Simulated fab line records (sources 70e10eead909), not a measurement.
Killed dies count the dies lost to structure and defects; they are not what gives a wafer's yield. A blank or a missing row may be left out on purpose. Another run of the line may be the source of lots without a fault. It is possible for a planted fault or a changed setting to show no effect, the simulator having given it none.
Matching of chambers	flow nand-harc	NHARC_A_CONTACT_ETCH_76 on rie-diel-01: 4 sister chambers
The step etches the open film in N2/H2, target depth 260 nm, time 475.3 s. 4 wafers are shown with their chamber, then 9 later ones without.

## EACH WAFER AND ITS CHAMBER
wafer	chamber	showerhead-plenum-p-Torr (Torr)
L370.3	1	2.13
L386.1	2	2.00
L386.4	0	2.16
L386.6	3	1.95

## WAFERS WITHOUT THEIR CHAMBER
wafer	showerhead-plenum-p-Torr (Torr)
L389.1	2.16
L389.4	1.95
L389.5	2.00
L392.2	2.12
L392.5	1.95
L392.6	2.00
L391.2	2.16
L391.4	2.00
L391.6	2.00

## THE CHAMBER EACH PASSED THROUGH
wafer	from the rows above	in truth
L389.1	0	0
L389.4	3	3
L389.5	2	2
L392.2	1	1
L392.5	3	3
L392.6	2	2
L391.2	0	0
L391.4	2	2
L391.6	2	2
Correctly placed: 9 of 9. Left unplaced by these rows: 0. Number placed wrongly: 0.
How it was worked out, from the rows above alone: a wafer's distance from a chamber is the root of the sum, over the readings, of the square of ((its reading less the chamber's mean) divided by the reading's scatter). The wafer belongs to the nearest chamber; if the next one is less than 2 further off, it can't be placed. For every chamber, the mean is computed from those of its wafers that are shown. The scatter: with one shown wafer a chamber, the root of the mean of the squares of how far each hidden wafer lies from its nearest shown one.
